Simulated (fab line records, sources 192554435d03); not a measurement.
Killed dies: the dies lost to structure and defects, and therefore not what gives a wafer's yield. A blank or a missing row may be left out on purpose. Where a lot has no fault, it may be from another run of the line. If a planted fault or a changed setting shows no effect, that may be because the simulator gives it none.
Split-lot study    flow n5-finfet    39 wafers read from 7 lots, route of 1938 steps

ON THE SPLIT
At N5_BEOL_M6_TRENCH_ETCH_37 (etches SiCOH lowk in C4F6/O2, target depth 94.435 nm, time 31.5 s), the setting target-depth-a was moved away from the recipe's 944.35 angstrom on 15 of the 39 wafers read, by -50.8% to +27.0%. For the rest of the wafers, this setting stayed at what the recipe calls for.

FROM THE SPLIT TO THE READING: what the file shows between them, 11 steps
- N5_BEOL_M6_ETCH_41: etches SiCN in CH3F/O2, target depth 29.7 nm, time 52 s
- N5_BEOL_M6_STRIP_80: strips in N2/H2, time 10 s
- N5_BEOL_M6_OCD_MEAS_38
- N5_BEOL_M6_HM_STRIP_39: strips TiN in peroxide tin strip, target depth 25 nm, time 158 s
- N5_BEOL_M6_SRD_40: time 30 s
- N5_BEOL_M6_ECD_50: material Cu, target thk 300 nm
- N5_BEOL_M6_ANNEAL_51: time 90 s
- N5_BEOL_M6_CMP_52: polishes, stops on SiCOH lowk, t overpolish 6.9 s, target thk 80 nm
- N5_BEOL_M6_THK_MEAS_53: measures by xrf
- N5_BEOL_M6_PRE_CLEAN_55: time 15 s
- N5_BEOL_M6_DEP_56: deposits SiCN from 3MS/NH3, target thk 10 nm, time 17.5 s

THE READING
M6_RS in ohm/sq, measured at N5_BEOL_M6_RS_MEAS_57 by four-point-probe. On this fab line, fault-free wafers typically give 0.286 ohm/sq with a standard deviation of 0.0099 ohm/sq.

wafer   tool, chamber at the split  target-depth-a as run, angstrom  against the recipe  M6_RS, ohm/sq  against lot-mates on the recipe
L074.1  rie-diel-06, 1              944.35                           recipe              0.271          -
L074.2  rie-diel-06, 0              944.35                           recipe              0.286          -
L074.3  rie-diel-06, 2              1199                             +27.0%              0.200          -0.077
L074.4  rie-diel-06, 3              944.35                           recipe              0.275          -
L074.5  rie-diel-06, 0              1199                             +27.0%              0.209          -0.068
L074.6  rie-diel-06, 1              1199                             +27.0%              0.193          -0.084
L076.1  rie-diel-06, 1              944.35                           recipe              0.270          -
L076.2  rie-diel-06, 0              781.3                            -17.3%              0.399          +0.113
L076.3  rie-diel-06, 3              781.3                            -17.3%              0.384          +0.098
L076.4  rie-diel-06, 2              781.3                            -17.3%              0.390          +0.104
L076.5  rie-diel-06, 3              944.35                           recipe              0.290          -
L076.6  rie-diel-06, 0              944.35                           recipe              0.299          -
L082.1  rie-diel-04, 0              801.2                            -15.2%              0.340          +0.063
L082.2  rie-diel-04, 2              944.35                           recipe              0.274          -
L082.3  rie-diel-04, 3              801.2                            -15.2%              0.363          +0.086
L082.4  rie-diel-04, 3              801.2                            -15.2%              0.343          +0.066
L082.5  rie-diel-04, 0              944.35                           recipe              0.283          -
L082.6  rie-diel-04, 2              944.35                           recipe              0.275          -
L084.1  rie-diel-04, 1              944.35                           recipe              0.286          -
L084.2  rie-diel-04, 3              944.35                           recipe              0.275          -
L084.5  rie-diel-04, 0              944.35                           recipe              0.287          -
L086.1  rie-diel-05, 0              944.35                           recipe              0.288          -
L086.2  rie-diel-05, 1              944.35                           recipe              0.283          -
L086.3  rie-diel-05, 2              464.2                            -50.8%              0.887          +0.602
L086.4  rie-diel-05, 1              464.2                            -50.8%              0.937          +0.652
L086.5  rie-diel-05, 2              464.2                            -50.8%              0.899          +0.614
L086.6  rie-diel-05, 0              944.35                           recipe              0.283          -
L091.1  rie-diel-05, 0              944.35                           recipe              0.301          -
L091.2  rie-diel-05, 1              944.35                           recipe              0.282          -
L091.3  rie-diel-05, 2              1198                             +26.9%              0.206          -0.089
L091.4  rie-diel-05, 1              1198                             +26.9%              0.204          -0.091
L091.5  rie-diel-05, 2              1198                             +26.9%              0.209          -0.086
L091.6  rie-diel-05, 0              944.35                           recipe              0.302          -
L093.1  rie-diel-05, 1              944.35                           recipe              0.281          -
L093.2  rie-diel-05, 0              944.35                           recipe              0.308          -
L093.3  rie-diel-05, 2              944.35                           recipe              0.273          -
L093.4  rie-diel-05, 3              944.35                           recipe              0.279          -
L093.5  rie-diel-05, 2              944.35                           recipe              0.273          -
L093.6  rie-diel-05, 3              944.35                           recipe              0.279          -

THE FIT
A straight line over all 39 wafers: M6_RS changes by -0.00833 ohm/sq for each +1% of target-depth-a; r = -0.90; the points scatter about the line by 0.079 ohm/sq.
The same after taking each lot's own level away (the mean of its wafers on the recipe; 39 wafers): -0.00836 ohm/sq for each +1%; r = -0.90; scatter 0.078 ohm/sq.
That fit puts the effect of the largest move of target-depth-a on the reading at 0.43 ohm/sq.
Measured against the standard deviation above, the lots' own levels, which go from 0.2773 to 0.2950 ohm/sq, span 1.8 times it.
The two slopes are in agreement: the lot-to-lot level therefore moves the slope only a little.
Check: with one of the wafers moved furthest among these (-50.8%) left out of the fit, the line predicts +0.418 ohm/sq for it against its lot-mates. It came out at +0.602 ohm/sq against them.

ADDITIONAL SPLITS CARRIED BY THESE WAFERS
Note: prior to the reading, these wafers also went through further splits. Each is held against what the fit with the lots' levels taken away leaves over:
other split on the same wafers  wafers away from the commonest value  r with M6_RS (lot level and that fit taken away)
N5_BEOL_M4_PECVD_72 time-s      15                                    -0.01

THE WHOLE CHAIN: every reading that the file lists as answering this split, in the file's order
step                       what it does                                                         reading                                                                           change (the file's fit)                 r (the file's)
N5_BEOL_M6_TRENCH_ETCH_37  etches SiCOH lowk in C4F6/O2, target depth 94.435 nm, time 31.5 s    etch.depth-nm (the simulator's own value, which no gauge read)                    +0.957 nm for each +1% of the setting   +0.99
N5_BEOL_M6_TRENCH_ETCH_37  etches SiCOH lowk in C4F6/O2, target depth 94.435 nm, time 31.5 s    BEOL_M6.feature-depth-nm (the simulator's own value, which no gauge read)         +0.958 nm for each +1% of the setting   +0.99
N5_BEOL_M6_TRENCH_ETCH_37  etches SiCOH lowk in C4F6/O2, target depth 94.435 nm, time 31.5 s    TiN_of_BEOL_M6_HM_DEP_02.thk-nm (the simulator's own value, which no gauge read)  -0.0321 nm for each +1% of the setting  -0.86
N5_BEOL_M6_OCD_MEAS_38                                                                          trench-depth-nm                                                                   +0.964 nm for each +1% of the setting   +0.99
N5_BEOL_M6_CMP_52          polishes, stops on SiCOH lowk, t overpolish 6.9 s, target thk 80 nm  Cu_of_BEOL_M6_ECD_50.thk-nm (the simulator's own value, which no gauge read)      +0.98 nm for each +1% of the setting    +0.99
N5_BEOL_M6_THK_MEAS_53     measures by xrf                                                      M6_THK                                                                            +0.977 for each +1% of the setting      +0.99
N5_BEOL_M6_RS_MEAS_57      measures by four-point-probe                                         M6_RS                                                                             -0.00855 for each +1% of the setting    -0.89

THE FILE'S OWN FIT
M6_RS changes by -0.00855 ohm/sq for each +1% of target-depth-a, r = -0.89.
